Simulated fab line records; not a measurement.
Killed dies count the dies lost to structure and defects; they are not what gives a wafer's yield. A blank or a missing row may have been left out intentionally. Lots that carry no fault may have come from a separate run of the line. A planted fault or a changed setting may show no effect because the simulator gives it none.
Matching of chambers ; flow n5Finfet ; N5_SPACER0_ALD_08 on aldSin-02 has 4 sister chambers
The step deposits SiNx, target thk 2 nm. 4 wafers are shown with their chamber, then 7 later ones without.

## WAFERS, EACH WITH ITS CHAMBER
wafer;chamber;heaterPowerW (W)
L087.6;2;840
L090.3;1;809
L094.3;3;825
L094.4;0;828

## WAFERS WITHOUT THEIR CHAMBER
wafer;heaterPowerW (W)
L094.6;839
L096.4;840
L096.5;817
L096.6;838
L097.2;810
L097.4;815
L097.6;839

## WHICH CHAMBER EACH WENT THROUGH
wafer;from the rows above;in truth
L094.6;2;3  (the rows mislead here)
L096.4;2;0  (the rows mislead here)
L096.5;can't be placed: 1 or 3 or 0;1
L096.6;2;2
L097.2;1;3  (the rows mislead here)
L097.4;can't be placed: 1 or 3 or 0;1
L097.6;2;2
Correct placement for 2 of the 7. Can't be placed from these rows: 2 (the true chamber is among the candidates in 2). Number placed wrongly: 3.
How it was worked out, from the rows above alone: a wafer's distance from a chamber is the root of the sum, over the readings, of the square of ((its reading less the chamber's mean) divided by the reading's scatter). The wafer belongs to the nearest chamber; if the next one is less than 2 further off, it can't be placed. Each chamber's mean is taken over the wafers shown for it. The scatter (one wafer shown for each chamber): square how far every hidden wafer sits from the nearest shown wafer, average those squares and take the square root.
